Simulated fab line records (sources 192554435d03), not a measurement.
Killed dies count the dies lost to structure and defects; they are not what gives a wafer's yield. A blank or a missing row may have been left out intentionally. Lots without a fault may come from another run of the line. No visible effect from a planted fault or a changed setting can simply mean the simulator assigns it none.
fab line records	flow n5_finfet
[record] lots = 7	wafers = 21
route steps=1938 shown BEOL_M0@726 BEOL_M1@794 BEOL_M2@884 BEOL_M3@941
start_h: the number of hours between the record's first day and the start of the first shown wafer of the lot	wait_h: time in hours since the lot's previous step	" as in the row above	L1.1+2: a row that stands for several wafers	- either no value or no given start	* or withheld: withheld	< > ~ a bound
route shown NAME@n: a module of which the file shows steps, and the number in the route of the first	usual: average and standard deviation across the fault-free wafers	same: alike in all rows	chamber/n: place in a boat	sites: each site's reading	_std_site: standard deviation across them	_edge_site: inner sites' mean taken away from outer sites' mean	radius_mm: how far each site lies from the wafer's centre	mask NAME#n: copy n	behind: the most recent tool/chamber to have shaped the wafer	hold: the reason the lot was held/the length of the hold in hours/how it ended	device: which transistor (n, p or np) failed to switch	end of line: the same wafers' tests at the end of the route	a step given without rows: its recipe and nothing more	killed: the dies lost at the first sort to structure and to defects; this is not the yield of the wafer	map: dies across one wafer; x = killed, . = not, _ = none there
set.NAME: the setting the step ran with; set.NAME@STEP: the setting that earlier step ran with	model.NAME: the simulator's own value behind a step, which no gauge read
lots run with intentionally changed settings; tables by step, rows by wafer
[[steps]]
[step N5_BEOL_M0_ETCH_109]
[recipe] chemistry = CH3F/O2	target_depth_a = 80	overetch_a = 24	target = SiCN	time_s = 27.4	ion_energy_ev = 120	pressure_mtorr = 30	source_w = 395	bias_w = 75	Ar_flow_sccm = 150	CH3F_flow_sccm = 30	O2_flow_sccm = 20
[usual] rf_vpp_V = 297.5/1.8
lot.wafer	tool	chamber	start_h	wait_h	set.bias_w	rf_vpp_V
L076.1	rie_diel-03	3	125.76	0.0	75	297.0
L076.4	"	1	"	"	75	298.8
L076.6	"	3	"	"	69.36	281.2
L079.2	rie_diel-05	2	149.07	0.0	75	299.8
L079.3	"	0	"	"	75	298.8
L079.6	"	0	"	"	65.19	273.1
L081.3	rie_diel-03	1	162.38	0.1	82.19	316.6
L081.4	"	2	"	"	82.19	312.9
L081.5	"	3	"	"	75	296.3
L083.1	rie_diel-04	2	172.94	0.4	75	293.9
L083.3	"	1	"	"	75	297.4
L083.6	"	2	"	"	75	294.7
L086.1	rie_diel-03	1	189.09	0.1	75	298.1
L086.2	"	0	"	"	75	299.4
L086.3	"	2	"	"	75	296.1
L088.4	rie_diel-03	2	202.43	0.2	75	294.1
L088.5	"	0	"	"	75	299.3
L088.6	"	1	"	"	75	296.8
L089.1	rie_diel-03	0	208.50	0.1	75	298.0
L089.2	"	1	"	"	75	298.7
L089.6	"	3	"	"	75	297.5
[step N5_BEOL_M1_ETCH_70]
[recipe] chemistry = N2/H2	target = SOC	target_depth_a = 800	overetch_a = 160	mask_material = SiARC	temp_c = 40	time_s = 120	ion_energy_ev = 200	pressure_mtorr = 30	source_w = 840	bias_w = 150	n2_flow_sccm = 200	h2_flow_sccm = 200
lot.wafer	tool	chamber	start_h	wait_h	set.time_s	model.SiARC_of_BEOL_M1_COAT_68.thk_nm
L076.1+6	rie_diel-01	1	133.48	0.0	120	6.4
L076.4	"	3	"	"	96.63	7.4
L079.2+3	rie_diel-01	1,3	156.19	0.0	120	6.4
L079.6	"	2	"	"	120	6.2
L081.3	rie_diel-06	3	176.71	0.0	120	6.2
L081.4	"	3	"	"	139.3	5.2
L081.5	"	1	"	"	139.3	5.4
L083.1	rie_diel-01	3	184.28	0.0	142	5.4
L083.3	"	0	"	"	120	6.2
L083.6	"	1	"	"	120	6.4
L086.1+3	rie_diel-01	2,1	202.50	0.0	120	6.4
L086.2	"	0	"	"	120	6.2
L088.4+5	rie_diel-02	0	212.43	0.0	120	6.2
L088.6	"	3	"	"	120	6.8
L089.1	rie_diel-02	0	215.78	0.0	120	6.2
L089.2	"	3	"	"	120	7
L089.6	"	1	"	"	120	6.6
[step N5_BEOL_M1_VIA_ETCH_34]
[recipe] chemistry = C4F6/O2	target_depth_a = 678	mask_material = SOC	pressure_mtorr = 15	ion_energy_ev = 250	taper_deg = 4	time_s = 64.4	source_w = 350	bias_w = 170	Ar_flow_sccm = 300	C4F6_flow_sccm = 10	O2_flow_sccm = 10
[usual] rf_vpp_V = 662/9.1
lot.wafer	tool	chamber	start_h	wait_h	set.bias_w	rf_vpp_V
L076.1	rie_diel-01	1	133.58	0.0	170	672
L076.4	"	3	"	"	153.3	609
L076.6	"	1	"	"	170	673
L079.2	rie_diel-01	1	156.29	0.0	196.5	755
L079.3	"	3	"	"	170	660
L079.6	"	2	"	"	170	660
L081.3	rie_diel-06	3	176.81	0.0	158	627
L081.4	"	3	"	"	158	628
L081.5	"	1	"	"	170	673
L083.1	rie_diel-01	3	184.38	0.0	170	660
L083.3	"	0	"	"	146	595
L083.6	"	1	"	"	146	595
L086.1	rie_diel-01	2	202.60	0.0	151.1	601
L086.2	"	0	"	"	151.1	610
L086.3	"	1	"	"	170	671
L088.4	rie_diel-02	0	212.53	0.0	170	669
L088.5	"	0	"	"	170	670
L088.6	"	3	"	"	170	648
L089.1	rie_diel-02	0	215.88	0.0	170	667
L089.2	"	3	"	"	170	647
L089.6	"	1	"	"	170	645
[step N5_BEOL_M2_ETCH_70]
[recipe] chemistry = N2/H2	target = SOC	target_depth_a = 800	overetch_a = 240	mask_material = SiARC	temp_c = 40	time_s = 130	ion_energy_ev = 200	pressure_mtorr = 30	source_w = 840	bias_w = 150	n2_flow_sccm = 200	h2_flow_sccm = 200
lot.wafer	tool	chamber	start_h	wait_h	set.time_s	model.SiARC_of_BEOL_M2_COAT_68.thk_nm
L076.1	rie_diel-04	0	143.01	0.0	138.1	5.8
L076.4	"	2	"	"	138.1	5.4
L076.6	"	3	"	"	130	5.8
L079.2	rie_diel-03	3	171.88	0.0	130	6.2
L079.3+6	"	0,3	"	"	155.2	5
L081.3	rie_diel-03	1	188.16	0.0	150	4.8
L081.4	"	2	"	"	130	6.2
L081.5	"	0	"	"	130	6
L083.1	rie_diel-04	0	193.84	0.0	151	5
L083.3	"	1	"	"	130	5.6
L083.6	"	1	"	"	151	4.6
L086.1	rie_diel-03	2	212.55	0.0	130	6.2
L086.2	"	3	"	"	130	6
L086.3	"	1	"	"	145.7	5
L088.4+6	rie_diel-04	3	224.69	0.0	130	5.6
L088.5	"	0	"	"	130	6
L089.1+6	rie_diel-03	1	233.23	0.0	130	5.8
L089.2	"	3	"	"	117.4	6.6
[step N5_BEOL_M2_TRENCH_ETCH_37]
[recipe] chemistry = C4F6/O2	target_depth_a = 555.55	target = SiOC	time_s = 29.2	ion_energy_ev = 250	pressure_mtorr = 30	source_w = 355	bias_w = 185	Ar_flow_sccm = 300	C4F6_flow_sccm = 10	O2_flow_sccm = 10
lot.wafer	tool	chamber	start_h	wait_h	set.time_s	model.etch.depth_nm	model.BEOL_M2.feature_depth_nm
L076.1	rie_diel-04	0	-	-	29.2	55.2	55.2
L076.4	"	2	"	"	35.18	67	67
L076.6	"	3	"	"	35.18	67.82	67.8
L079.2	rie_diel-03	3	-	-	23.84	45.31	45.4
L079.3	"	0	"	"	23.84	44.39	44.4
L079.6	"	3	"	"	29.2	55.29	55.2
L081.3	rie_diel-03	1	-	-	29.2	56.49	56.4
L081.4	"	2	"	"	29.2	54.12	54.2
L081.5	"	0	"	"	23.18	43.2	43.2
L083.1	rie_diel-04	0	-	-	29.2	55.27	55.2
L083.3	"	1	"	"	25.75	50.01	50
L083.6	"	1	"	"	25.75	50.03	50
L086.1	rie_diel-03	2	-	-	29.2	54.53	54.6
L086.2	"	3	"	"	25.41	48.37	48.4
L086.3	"	1	"	"	25.41	48.95	49
L088.4	rie_diel-04	3	-	-	29.2	56.87	56.8
L088.5	"	0	"	"	29.2	55.83	55.8
L088.6	"	3	"	"	29.2	57.06	57
L089.1	rie_diel-03	1	-	-	33.99	64.32	64.4
L089.2	"	3	"	"	33.99	64.37	64.4
L089.6	"	1	"	"	33.99	64.26	64.2
[step N5_BEOL_M2_ETCH_41]
[recipe] chemistry = CH3F/O2	target = SiCN	target_depth_a = 299	taper_deg = 2	time_s = 52.5	ion_energy_ev = 120	mask_material = TiN	pressure_mtorr = 30	source_w = 395	bias_w = 75	Ar_flow_sccm = 150	CH3F_flow_sccm = 30	O2_flow_sccm = 20
[step N5_BEOL_M2_STRIP_97]
[recipe] chemistry = N2/H2	time_s = 10	power_w = 450	temp_c = 40	pressure_mtorr = 20	rf_frequency_hz = 6e+07	bias_power_w = 7	n2_flow_sccm = 200	h2_flow_sccm = 200
[step N5_BEOL_M2_OCD_MEAS_38]
[usual] trench_depth_nm = 55.3/0.96
lot.wafer	tool	chamber	start_h	wait_h	set.time_s@BEOL_M2_TRENCH_ETCH_37	trench_depth_nm
L076.1	ocd-02	-	143.37	-	29.2	55.6
L076.4	"	-	"	"	35.18	66.9
L076.6	"	-	"	"	35.18	68.3
L079.2	ocd-01	-	172.24	-	23.84	45.0
L079.3	"	-	"	"	23.84	44.0
L079.6	"	-	"	"	29.2	55.2
L081.3	ocd-02	-	188.53	-	29.2	56.4
L081.4	"	-	"	"	29.2	54.7
L081.5	"	-	"	"	23.18	42.7
L083.1	ocd-02	-	194.20	-	29.2	55.8
L083.3	"	-	"	"	25.75	50.3
L083.6	"	-	"	"	25.75	50.1
L086.1	ocd-02	-	212.91	-	29.2	54.5
L086.2	"	-	"	"	25.41	48.7
L086.3	"	-	"	"	25.41	48.9
L088.4	ocd-01	-	225.06	-	29.2	56.8
L088.5	"	-	"	"	29.2	56.2
L088.6	"	-	"	"	29.2	56.4
L089.1	ocd-01	-	233.59	-	33.99	63.9
L089.2	"	-	"	"	33.99	64.5
L089.6	"	-	"	"	33.99	64.5
[step N5_BEOL_M2_HM_STRIP_39]
[recipe] chemistry = peroxide_tin_strip	material = TiN	target_depth_a = 250	temp_c = 50	time_s = 158
[step N5_BEOL_M2_SRD_40]
[recipe] time_s = 30	temp_c = 23	rinse_liquid = diw	dry = ipa_marangoni
[step N5_BEOL_M2_ECD_50]
[recipe] material = Cu	target_thk_a = 3000
[step N5_BEOL_M2_ANNEAL_51]
[recipe] temp_c = 225	time_s = 90	ambient = N2
[step N5_BEOL_M2_CMP_52]
[recipe] stop_on = SiOC	t_overpolish_s = 6.8	down_force_psi = 1	platen_rpm = 50	clearing_platen_down_force_psi = 1.5	clearing_platen_rpm = 50	post_cmp_clean = cu_alkaline	target_thk_nm = 40	clearing_platen_pad_velocity_m_s = 0.99484	pad_velocity_m_s = 0.99484
lot.wafer	tool	chamber	start_h	wait_h	set.time_s@BEOL_M2_TRENCH_ETCH_37	model.Cu_of_BEOL_M2_ECD_50.thk_nm
L076.1	cmp-03	2	147.13	0.3	29.2	39.6
L076.4	"	0	"	"	35.18	53.4
L076.6	"	2	"	"	35.18	52
L079.2+3	cmp-03	2,1	177.38	0.2	23.84	30.6
L079.6	"	2	"	"	29.2	39.6
L081.4	cmp-02	2	191.96	0.1	29.2	38.6
L081.3	"	0	"	"	29.2	41
L081.5	"	3	"	"	23.18	27.8
L083.3	cmp-03	2	197.81	0.2	25.75	33.6
L083.1	"	3	"	"	29.2	39.6
L083.6	"	2	"	"	25.75	34
L086.2	cmp-02	1	217.21	0.2	25.41	32.8
L086.3	"	2	"	"	25.41	33.4
L086.1	"	3	"	"	29.2	37.6
L088.4	cmp-03	2	228.72	0.1	29.2	41.2
L088.6+5	"	2,3	"	"	29.2	41
L089.2	cmp-02	0	237.87	0.3	33.99	50.6
L089.1	"	1	"	"	33.99	50.8
L089.6	"	0	"	"	33.99	49.8
[step N5_BEOL_M2_THK_MEAS_53]
[recipe] thk_meas_gauge = xrf	reads = Cu_of_BEOL_M2_ECD_50
[usual] M2_THK = 40.3/1.6
lot.wafer	tool	chamber	start_h	wait_h	set.time_s@BEOL_M2_TRENCH_ETCH_37	M2_THK[nm]
L076.1	film_metro-01	-	147.43	-	29.2	40.0
L076.4	"	-	"	"	35.18	53.7
L076.6	"	-	"	"	35.18	52.6
L079.2	film_metro-02	-	177.67	-	23.84	31.2
L079.3	"	-	"	"	23.84	31.1
L079.6	"	-	"	"	29.2	40.4
L081.3	film_metro-02	-	192.26	-	29.2	41.0
L081.4	"	-	"	"	29.2	38.4
L081.5	"	-	"	"	23.18	27.8
L083.1	film_metro-02	-	198.10	-	29.2	40.3
L083.3	"	-	"	"	25.75	34.0
L083.6	"	-	"	"	25.75	34.6
L086.1	film_metro-02	-	217.50	-	29.2	38.0
L086.2	"	-	"	"	25.41	33.2
L086.3	"	-	"	"	25.41	33.8
L088.4	film_metro-01	-	229.02	-	29.2	42.1
L088.5	"	-	"	"	29.2	42.1
L088.6	"	-	"	"	29.2	42.0
L089.1	film_metro-01	-	238.13	-	33.99	51.3
L089.2	"	-	"	"	33.99	51.1
L089.6	"	-	"	"	33.99	50.5
[step N5_BEOL_M2_PRE_CLEAN_60]
[recipe] gas = NH3/H2	time_s = 15	temp_c = *	rf_power_w = 300
[step N5_BEOL_M2_CO_CAP_55]
[recipe] material = Co	target_thk_a = 20	temp_c = 200	precursor = CCTBA/H2	pressure_torr = 30	time_s = 102.1
[step N5_BEOL_M2_PRE_CLEAN_56]
[recipe] gas = NH3	time_s = 15	temp_c = withheld	rf_power_w = 300
[step N5_BEOL_M2_DEP_57]
[recipe] material = SiCN	target_thk_a = 80	temp_c = withheld	precursor = 3MS/NH3	pressure_torr = 3	rf_w = 202	time_s = 14
[step N5_BEOL_M2_RS_MEAS_58]
[recipe] thk_meas_gauge = four-point-probe	reads = Co_of_BEOL_M2_CO_CAP_55+Cu_of_BEOL_M2_ECD_50+Co_of_BEOL_M2_CVD_47+TaN_of_BEOL_M2_ALD_84
[usual] M2_RS = 0.68/0.033
lot.wafer	tool	chamber	start_h	wait_h	set.time_s@BEOL_M2_TRENCH_ETCH_37	M2_RS[ohm/sq]
L076.1	film_metro-02	-	147.69	0.0	29.2	0.67
L076.4	"	-	"	"	35.18	0.46
L076.6	"	-	"	"	35.18	0.48
L079.2	film_metro-01	-	177.93	0.1	23.84	0.95
L079.3	"	-	"	"	23.84	0.95
L079.6	"	-	"	"	29.2	0.68
L081.3	film_metro-02	-	192.52	0.1	29.2	0.65
L081.4	"	-	"	"	29.2	0.70
L081.5	"	-	"	"	23.18	1.07
L083.1	film_metro-01	-	198.38	0.0	29.2	0.68
L083.3	"	-	"	"	25.75	0.84
L083.6	"	-	"	"	25.75	0.83
L086.1	film_metro-01	-	217.76	0.0	29.2	0.72
L086.2	"	-	"	"	25.41	0.86
L086.3	"	-	"	"	25.41	0.85
L088.4	film_metro-02	-	229.28	0.0	29.2	0.64
L088.5	"	-	"	"	29.2	0.64
L088.6	"	-	"	"	29.2	0.65
L089.1	film_metro-01	-	238.39	0.0	33.99	0.50
L089.2	"	-	"	"	33.99	0.50
L089.6	"	-	"	"	33.99	0.51
[step N5_BEOL_M3_EXPOSE_08]
[recipe] mask_id = M3	na = 0.33	source_shape = dipole	sigma_inner = 0.369	sigma_outer = 0.767	polarization = unpolarized	dose_mj = 33
lot.wafer	tool	chamber	start_h	wait_h	mask	set.dose_mj
L076.1+6	euv_scanner-01	0	149.22	-	M3#0	34.85
L076.4	"	0	"	"	M3#0	33
L079.2+6	euv_scanner-01	0	178.58	-	M3#0	34.78
L079.3	"	0	"	"	M3#0	33
L081.3+5	euv_scanner-02	0	194.23	-	M3#0	34.39
L081.4	"	0	"	"	M3#0	33
L083.1+3+6	euv_scanner-02	0	201.74	-	M3#0	31.72
L086.1+2+3	euv_scanner-01	0	219.83	-	M3#0	33
L088.4+5+6	euv_scanner-01	0	230.07	-	M3#0	33
L089.1+2+6	euv_scanner-01	0	239.73	-	M3#0	33
[step N5_BEOL_M3_PEB_09]
[recipe] peb_temp_c = 100	peb_time_s = 60	resist = CAR-EUV
[step N5_BEOL_M3_DEVELOP_10]
[recipe] develop_time_s = 30	developer = TMAH	resist = CAR-EUV	rinse_liquid = surfactant_rinse	dry = air_spin	dev_temp_c = 23
[step N5_BEOL_M3_CD_MEAS_11]
[recipe] target_cd_nm = 17.05	landing_energy_ev = 500	detector = se_inlens	polarity = opening
[usual] cd_nm = 17.09/0.26
lot.wafer	tool	chamber	start_h	wait_h	set.dose_mj@BEOL_M3_EXPOSE_08	cd_nm
L076.1	cd_sem-02	0	149.35	-	34.85	18.50
L076.4	"	0	"	"	33	17.21
L076.6	"	0	"	"	34.85	18.18
L079.2	cd_sem-01	0	178.70	-	34.78	17.84
L079.3	"	0	"	"	33	16.91
L079.6	"	0	"	"	34.78	18.10
L081.3	cd_sem-02	0	194.35	-	34.39	17.52
L081.4	"	0	"	"	33	17.04
L081.5	"	0	"	"	34.39	17.56
L083.1	cd_sem-03	0	201.87	-	31.72	15.94
L083.3	"	0	"	"	31.72	16.03
L083.6	"	0	"	"	31.72	15.62
L086.1	cd_sem-02	0	219.96	-	33	17.14
L086.2	"	0	"	"	33	17.10
L086.3	"	0	"	"	33	17.11
L088.4	cd_sem-02	0	230.19	-	33	17.35
L088.5	"	0	"	"	33	17.29
L088.6	"	0	"	"	33	17.42
L089.1	cd_sem-01	0	239.86	-	33	17.08
L089.2	"	0	"	"	33	17.20
L089.6	"	0	"	"	33	17.40
[step N5_BEOL_M3_DESCUM_16]
[recipe] chemistry = O2	time_s = 7	source_power_w = 50	bias_power_w = 20	pressure_mtorr = 20	rf_frequency_hz = 2.712e+07	temp_c = 40	resist = CAR-EUV	o2_flow_sccm = 225
[step N5_BEOL_M3_ETCH_74]
[recipe] chemistry = N2/H2	target = underlayer	target_depth_a = 65	mask_material = CAR-EUV	time_s = 5.2	ion_energy_ev = 200	pressure_mtorr = 30	source_w = 840	bias_w = 150	n2_flow_sccm = 200	h2_flow_sccm = 200	ends = cleared
lot.wafer	tool	chamber	start_h	wait_h	set.dose_mj@BEOL_M3_EXPOSE_08	model.BEOL_M3.cd_offset_nm
L076.1	rie_diel-01	0	149.59	0.0	34.85	1.4
L076.4	"	2	"	"	33	0.4
L076.6	"	1	"	"	34.85	1
L079.2	rie_diel-02	0	179.77	0.0	34.78	0.8
L079.3	"	1	"	"	33	-0.4
L079.6	"	2	"	"	34.78	1.2
L081.3+5	rie_diel-02	3	194.50	0.0	34.39	0.8
L081.4	"	0	"	"	33	0.2
L083.1+3	rie_diel-02	2,3	202.03	0.0	31.72	-1
L083.6	"	1	"	"	31.72	-1.2
L086.1	rie_diel-02	3	220.11	0.0	33	0.2
L086.2+3	"	0,1	"	"	33	0
L088.4	rie_diel-02	1	230.61	0.0	33	0
L088.5	"	3	"	"	33	0.2
L088.6	"	2	"	"	33	0.6
L089.1	rie_diel-01	3	240.24	0.0	33	0.4
L089.2+6	"	2,0	"	"	33	0.2
[step N5_BEOL_M3_ETCH_63]
[recipe] chemistry = CF4	target = SiARC	target_depth_a = 156	mask_material = CAR-EUV	time_s = 26	ion_energy_ev = 80	pressure_mtorr = 40	source_w = 545	bias_w = 36	Ar_flow_sccm = 100	cf4_flow_sccm = 100	ends = cleared
lot.wafer	tool	chamber	start_h	wait_h	set.dose_mj@BEOL_M3_EXPOSE_08	model.BEOL_M3.cd_offset_nm
L076.1	rie_diel-01	0	149.61	0.0	34.85	1.2
L076.4	"	2	"	"	33	0.4
L076.6	"	1	"	"	34.85	1
L079.2	rie_diel-02	0	179.79	0.0	34.78	0.8
L079.3	"	1	"	"	33	-0.2
L079.6	"	2	"	"	34.78	1.2
L081.3	rie_diel-02	3	194.52	0.0	34.39	1
L081.4	"	0	"	"	33	0.2
L081.5	"	3	"	"	34.39	0.8
L083.1+6	rie_diel-02	2,1	202.04	0.0	31.72	-1.2
L083.3	"	3	"	"	31.72	-0.8
L086.1	rie_diel-02	3	220.13	0.0	33	0.2
L086.2+3	"	0,1	"	"	33	0
L088.4	rie_diel-02	1	230.64	0.0	33	0
L088.5	"	3	"	"	33	0.2
L088.6	"	2	"	"	33	0.4
L089.1+2	rie_diel-01	3,2	240.26	0.0	33	0.2
L089.6	"	0	"	"	33	0
[step N5_BEOL_M3_ETCH_64]
[recipe] chemistry = N2/H2	target = SOC	target_depth_a = 750	overetch_a = 150	mask_material = SiARC	temp_c = 40	time_s = 112.5	ion_energy_ev = 200	pressure_mtorr = 30	source_w = 840	bias_w = 150	n2_flow_sccm = 200	h2_flow_sccm = 200
lot.wafer	tool	chamber	start_h	wait_h	set.time_s
L076.1+6	rie_diel-01	0,1	149.64	0.0	112.5
L076.4	"	2	"	"	89.44
L079.2	rie_diel-02	0	179.82	0.0	112.5
L079.3+6	"	1,2	"	"	127.1
L081.3	rie_diel-02	3	194.55	0.0	112.5
L081.4+5	"	0,3	"	"	127.4
L083.1+3+6	rie_diel-02	2,3,1	202.07	0.0	112.5
L086.1	rie_diel-02	3	220.16	0.0	112.5
L086.2+3	"	0,1	"	"	95.9
L088.4+5+6	rie_diel-02	1,3,2	230.70	0.1	112.5
L089.1+2+6	rie_diel-01	3,2,0	240.29	0.0	112.5
[step N5_BEOL_M3_STRIP_65]
[recipe] chemistry = N2/H2	temp_c = 40	n2_flow_sccm = 200	h2_flow_sccm = 200	rf_frequency_hz = 6e+07
[step N5_BEOL_M3_STRIP_75]
[recipe] chemistry = N2/H2	temp_c = 40	n2_flow_sccm = 200	h2_flow_sccm = 200	rf_frequency_hz = 6e+07
[step N5_BEOL_M3_HM_OPEN_17]
[recipe] chemistry = Cl2/BCl3	target_depth_a = 200	overetch_a = 60	target = TiN	mask_material = SOC	ion_energy_ev = 150	pressure_mtorr = 10	icp_w = 1000	bias_w = 126	Cl2_flow_sccm = 53.25	bcl3_flow_sccm = 21.75	Ar_flow_sccm = 25
[step N5_BEOL_M3_STRIP_19]
[recipe] chemistry = O2	power_w = 400	temp_c = 40	pressure_mtorr = 30	rf_frequency_hz = 6e+07	bias_power_w = 0	overash_fraction = 0.2	o2_flow_sccm = 225
[step N5_BEOL_M3_CD_MEAS_18]
[recipe] pitch_nm = 36	target_cd_nm = 18
[usual] cd_nm = 18.0/0.4
lot.wafer	tool	chamber	start_h	wait_h	set.dose_mj@BEOL_M3_EXPOSE_08	cd_nm
L076.1	cd_sem-02	-	149.99	0.0	34.85	19.4
L076.4	"	-	"	"	33	18.0
L076.6	"	-	"	"	34.85	19.2
L079.2	cd_sem-01	-	181.11	0.1	34.78	19.4
L079.3	"	-	"	"	33	17.7
L079.6	"	-	"	"	34.78	19.7
L081.3	cd_sem-01	-	194.91	0.1	34.39	18.9
L081.4	"	-	"	"	33	18.2
L081.5	"	-	"	"	34.39	19.4
L083.1	cd_sem-02	-	202.42	0.0	31.72	16.5
L083.3	"	-	"	"	31.72	16.5
L083.6	"	-	"	"	31.72	16.7
L086.1	cd_sem-03	-	220.51	0.0	33	17.9
L086.2	"	-	"	"	33	17.5
L086.3	"	-	"	"	33	17.7
L088.4	cd_sem-02	-	231.00	0.0	33	18.0
L088.5	"	-	"	"	33	18.4
L088.6	"	-	"	"	33	18.9
L089.1	cd_sem-02	-	240.73	0.0	33	17.7
L089.2	"	-	"	"	33	18.2
L089.6	"	-	"	"	33	17.8
[[key]]
[split] step = N5_BEOL_M0_ETCH_109	setting = bias_w	stated = 75	by = wafer
[response] step = N5_BEOL_M0_ETCH_109	reading = rf_vpp_V	change = +2.02	per = 1%	r = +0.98
[split] step = N5_BEOL_M1_ETCH_70	setting = time_s	stated = 120	by = wafer
[response] step = N5_BEOL_M1_ETCH_70	reading = model.SiARC_of_BEOL_M1_COAT_68.thk_nm	change = -0.0518	per = 1%	r = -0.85
[split] step = N5_BEOL_M1_VIA_ETCH_34	setting = bias_w	stated = 170	by = wafer
[response] step = N5_BEOL_M1_VIA_ETCH_34	reading = rf_vpp_V	change = +5.71	per = 1%	r = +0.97
[split] step = N5_BEOL_M2_ETCH_70	setting = time_s	stated = 130	by = wafer
[response] step = N5_BEOL_M2_ETCH_70	reading = model.SiARC_of_BEOL_M2_COAT_68.thk_nm	change = -0.0681	per = 1%	r = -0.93
[split] step = N5_BEOL_M2_TRENCH_ETCH_37	setting = time_s	stated = 29.2	by = wafer
[response] step = N5_BEOL_M2_TRENCH_ETCH_37	reading = model.etch.depth_nm	change = +0.557	per = 1%	r = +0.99
[response] step = N5_BEOL_M2_TRENCH_ETCH_37	reading = model.BEOL_M2.feature_depth_nm	change = +0.555	per = 1%	r = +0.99
[response] step = N5_BEOL_M2_OCD_MEAS_38	reading = trench_depth_nm	change = +0.57	per = 1%	r = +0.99
[response] step = N5_BEOL_M2_CMP_52	reading = model.Cu_of_BEOL_M2_ECD_50.thk_nm	change = +0.542	per = 1%	r = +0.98
[response] step = N5_BEOL_M2_THK_MEAS_53	reading = M2_THK	change = +0.547	per = 1%	r = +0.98
[response] step = N5_BEOL_M2_RS_MEAS_58	reading = M2_RS	change = -0.0141	per = 1%	r = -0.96
[split] step = N5_BEOL_M3_EXPOSE_08	setting = dose_mj	stated = 33	by = wafer
[response] step = N5_BEOL_M3_CD_MEAS_11	reading = cd_nm	change = +0.181	per = 1%	r = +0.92
[response] step = N5_BEOL_M3_ETCH_74	reading = model.BEOL_M3.cd_offset_nm	change = +0.186	per = 1%	r = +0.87
[response] step = N5_BEOL_M3_ETCH_63	reading = model.BEOL_M3.cd_offset_nm	change = +0.171	per = 1%	r = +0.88
[response] step = N5_BEOL_M3_CD_MEAS_18	reading = cd_nm	change = +0.274	per = 1%	r = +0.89
[split] step = N5_BEOL_M3_ETCH_64	setting = time_s	stated = 112.5	by = wafer
response none clear
